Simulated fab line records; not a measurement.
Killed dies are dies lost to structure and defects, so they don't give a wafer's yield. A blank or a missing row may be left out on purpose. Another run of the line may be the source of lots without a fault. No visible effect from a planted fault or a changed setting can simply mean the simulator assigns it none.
Split-lot study :: flow n5-finfet :: 39 wafers read from 7 lots, route of 1938 steps

== ON THE SPLIT ==
At N5_PMOS_HMC_CHANNEL_EPI_DEVELOP_08 (develop time 30 s), the setting develop-time-s was moved away from the recipe's 30 s on 15 of the 39 wafers read, by -57.7% to +41.3%. All remaining wafers had this setting at the recipe value.

No step appears in the file between the split and the reading.

== THE READING ==
cd-nm, in nm, at N5_PMOS_HMC_CHANNEL_EPI_CD_MEAS_09 (target cd 237.4 nm). Typical for fault-free wafers on this fab line: 237.5 nm, with standard deviation 0.84 nm.

wafer: L074.1
tool, chamber at the split: litho-track-04, 0
develop-time-s as run, s: 30
against the recipe: recipe
cd-nm, nm: 236.8
against lot-mates on the recipe: -

wafer: L074.2
tool, chamber at the split: litho-track-04, 0
develop-time-s as run, s: 30
against the recipe: recipe
cd-nm, nm: 236.9
against lot-mates on the recipe: -

wafer: L074.3
tool, chamber at the split: litho-track-04, 0
develop-time-s as run, s: 24.83
against the recipe: -17.2%
cd-nm, nm: 236.3
against lot-mates on the recipe: -0.6

wafer: L074.4
tool, chamber at the split: litho-track-04, 0
develop-time-s as run, s: 24.83
against the recipe: -17.2%
cd-nm, nm: 235.4
against lot-mates on the recipe: -1.5

wafer: L074.5
tool, chamber at the split: litho-track-04, 0
develop-time-s as run, s: 24.83
against the recipe: -17.2%
cd-nm, nm: 236.3
against lot-mates on the recipe: -0.6

wafer: L074.6
tool, chamber at the split: litho-track-04, 0
develop-time-s as run, s: 30
against the recipe: recipe
cd-nm, nm: 237.1
against lot-mates on the recipe: -

wafer: L078.1
tool, chamber at the split: litho-track-03, 0
develop-time-s as run, s: 30
against the recipe: recipe
cd-nm, nm: 237.2
against lot-mates on the recipe: -

wafer: L078.2
tool, chamber at the split: litho-track-03, 0
develop-time-s as run, s: 30
against the recipe: recipe
cd-nm, nm: 239.2
against lot-mates on the recipe: -

wafer: L078.3
tool, chamber at the split: litho-track-03, 0
develop-time-s as run, s: 22.7
against the recipe: -24.3%
cd-nm, nm: 236.7
against lot-mates on the recipe: -1.6

wafer: L078.4
tool, chamber at the split: litho-track-03, 0
develop-time-s as run, s: 30
against the recipe: recipe
cd-nm, nm: 238.4
against lot-mates on the recipe: -

wafer: L078.5
tool, chamber at the split: litho-track-03, 0
develop-time-s as run, s: 22.7
against the recipe: -24.3%
cd-nm, nm: 237.0
against lot-mates on the recipe: -1.3

wafer: L078.6
tool, chamber at the split: litho-track-03, 0
develop-time-s as run, s: 22.7
against the recipe: -24.3%
cd-nm, nm: 237.4
against lot-mates on the recipe: -0.9

wafer: L081.1
tool, chamber at the split: litho-track-03, 0
develop-time-s as run, s: 30
against the recipe: recipe
cd-nm, nm: 236.6
against lot-mates on the recipe: -

wafer: L081.2
tool, chamber at the split: litho-track-03, 0
develop-time-s as run, s: 12.68
against the recipe: -57.7%
cd-nm, nm: 232.0
against lot-mates on the recipe: -4.8

wafer: L081.3
tool, chamber at the split: litho-track-03, 0
develop-time-s as run, s: 30
against the recipe: recipe
cd-nm, nm: 237.1
against lot-mates on the recipe: -

wafer: L081.4
tool, chamber at the split: litho-track-03, 0
develop-time-s as run, s: 12.68
against the recipe: -57.7%
cd-nm, nm: 231.9
against lot-mates on the recipe: -4.9

wafer: L081.5
tool, chamber at the split: litho-track-03, 0
develop-time-s as run, s: 12.68
against the recipe: -57.7%
cd-nm, nm: 231.4
against lot-mates on the recipe: -5.4

wafer: L081.6
tool, chamber at the split: litho-track-03, 0
develop-time-s as run, s: 30
against the recipe: recipe
cd-nm, nm: 236.6
against lot-mates on the recipe: -

wafer: L082.1
tool, chamber at the split: litho-track-03, 0
develop-time-s as run, s: 30
against the recipe: recipe
cd-nm, nm: 236.3
against lot-mates on the recipe: -

wafer: L082.2
tool, chamber at the split: litho-track-03, 0
develop-time-s as run, s: 42.38
against the recipe: +41.3%
cd-nm, nm: 240.0
against lot-mates on the recipe: +2.3

wafer: L082.3
tool, chamber at the split: litho-track-03, 0
develop-time-s as run, s: 42.38
against the recipe: +41.3%
cd-nm, nm: 238.8
against lot-mates on the recipe: +1.1

wafer: L082.4
tool, chamber at the split: litho-track-03, 0
develop-time-s as run, s: 42.38
against the recipe: +41.3%
cd-nm, nm: 240.7
against lot-mates on the recipe: +3.0

wafer: L082.5
tool, chamber at the split: litho-track-03, 0
develop-time-s as run, s: 30
against the recipe: recipe
cd-nm, nm: 239.0
against lot-mates on the recipe: -

wafer: L082.6
tool, chamber at the split: litho-track-03, 0
develop-time-s as run, s: 30
against the recipe: recipe
cd-nm, nm: 237.7
against lot-mates on the recipe: -

wafer: L083.1
tool, chamber at the split: litho-track-01, 0
develop-time-s as run, s: 30
against the recipe: recipe
cd-nm, nm: 237.4
against lot-mates on the recipe: -

wafer: L083.2
tool, chamber at the split: litho-track-01, 0
develop-time-s as run, s: 21.46
against the recipe: -28.5%
cd-nm, nm: 234.4
against lot-mates on the recipe: -2.9

wafer: L083.3
tool, chamber at the split: litho-track-01, 0
develop-time-s as run, s: 30
against the recipe: recipe
cd-nm, nm: 237.2
against lot-mates on the recipe: -

wafer: L083.4
tool, chamber at the split: litho-track-01, 0
develop-time-s as run, s: 21.46
against the recipe: -28.5%
cd-nm, nm: 234.8
against lot-mates on the recipe: -2.5

wafer: L083.5
tool, chamber at the split: litho-track-01, 0
develop-time-s as run, s: 21.46
against the recipe: -28.5%
cd-nm, nm: 234.6
against lot-mates on the recipe: -2.7

wafer: L083.6
tool, chamber at the split: litho-track-01, 0
develop-time-s as run, s: 30
against the recipe: recipe
cd-nm, nm: 237.3
against lot-mates on the recipe: -

wafer: L084.1
tool, chamber at the split: litho-track-04, 0
develop-time-s as run, s: 30
against the recipe: recipe
cd-nm, nm: 236.6
against lot-mates on the recipe: -

wafer: L084.2
tool, chamber at the split: litho-track-04, 0
develop-time-s as run, s: 30
against the recipe: recipe
cd-nm, nm: 237.5
against lot-mates on the recipe: -

wafer: L084.3
tool, chamber at the split: litho-track-04, 0
develop-time-s as run, s: 30
against the recipe: recipe
cd-nm, nm: 237.5
against lot-mates on the recipe: -

wafer: L084.4
tool, chamber at the split: litho-track-04, 0
develop-time-s as run, s: 30
against the recipe: recipe
cd-nm, nm: 237.7
against lot-mates on the recipe: -

wafer: L084.5
tool, chamber at the split: litho-track-04, 0
develop-time-s as run, s: 30
against the recipe: recipe
cd-nm, nm: 236.8
against lot-mates on the recipe: -

wafer: L084.6
tool, chamber at the split: litho-track-04, 0
develop-time-s as run, s: 30
against the recipe: recipe
cd-nm, nm: 237.5
against lot-mates on the recipe: -

wafer: L095.1
tool, chamber at the split: litho-track-03, 0
develop-time-s as run, s: 30
against the recipe: recipe
cd-nm, nm: 236.5
against lot-mates on the recipe: -

wafer: L095.3
tool, chamber at the split: litho-track-03, 0
develop-time-s as run, s: 30
against the recipe: recipe
cd-nm, nm: 236.9
against lot-mates on the recipe: -

wafer: L095.5
tool, chamber at the split: litho-track-03, 0
develop-time-s as run, s: 30
against the recipe: recipe
cd-nm, nm: 236.5
against lot-mates on the recipe: -

THE FIT
A straight line over all 39 wafers: cd-nm changes by +0.0778 nm for each +1% of develop-time-s; r = +0.89; the points scatter about the line by 0.88 nm.
The same after taking each lot's own level away (the mean of its wafers on the recipe; 39 wafers): +0.073 nm for each +1%; r = +0.93; scatter 0.65 nm.
According to that fit, moving develop-time-s by its largest amount changes the reading by 4.2 nm.
Across the lots, their own levels run from 236.63 to 238.27 nm, a range of 1.9 times the standard deviation given above.
The two slopes agree, so the slope changes little with the lot-to-lot level.
Check: for one of the wafers moved furthest among these (-57.7%), held out of the fit, the line's prediction against its lot-mates is -4.23 nm. It came out at -4.77 nm against them.

== THE WHOLE CHAIN: every reading that the file lists as answering this split, in the file's order ==
step: N5_PMOS_HMC_CHANNEL_EPI_CD_MEAS_09
what it does: target cd 237.4 nm
reading: cd-nm
change (the file's fit): +0.0742 nm for each +1% of the setting
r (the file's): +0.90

step: N5_PMOS_HMC_CHANNEL_EPI_DESCUM_14
what it does: chemistry O2, time 7.9 s
reading: PMOS_HMC_CHANNEL_EPI.cd-nm (the simulator's own value, which no gauge read)
change (the file's fit): +0.0746 nm for each +1% of the setting
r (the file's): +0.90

step: N5_PMOS_HMC_CHANNEL_EPI_ETCH_32
what it does: etches BARC in N2/H2, stops on SiO2, target depth 85.8 nm, time 50.3 s
reading: PMOS_HMC_CHANNEL_EPI.cd-nm (the simulator's own value, which no gauge read)
change (the file's fit): +0.0713 nm for each +1% of the setting
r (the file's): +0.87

step: N5_PMOS_HMC_CHANNEL_EPI_HM_OPEN_15
what it does: chemistry CHF3/O2, target SiO2, target depth 40.6 nm, time 20.3 s
reading: PMOS_HMC_CHANNEL_EPI.cd-nm (the simulator's own value, which no gauge read)
change (the file's fit): +0.0716 nm for each +1% of the setting
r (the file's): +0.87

== FILE'S OWN FIT ==
cd-nm changes by +0.0742 nm for each +1% of develop-time-s, r = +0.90.
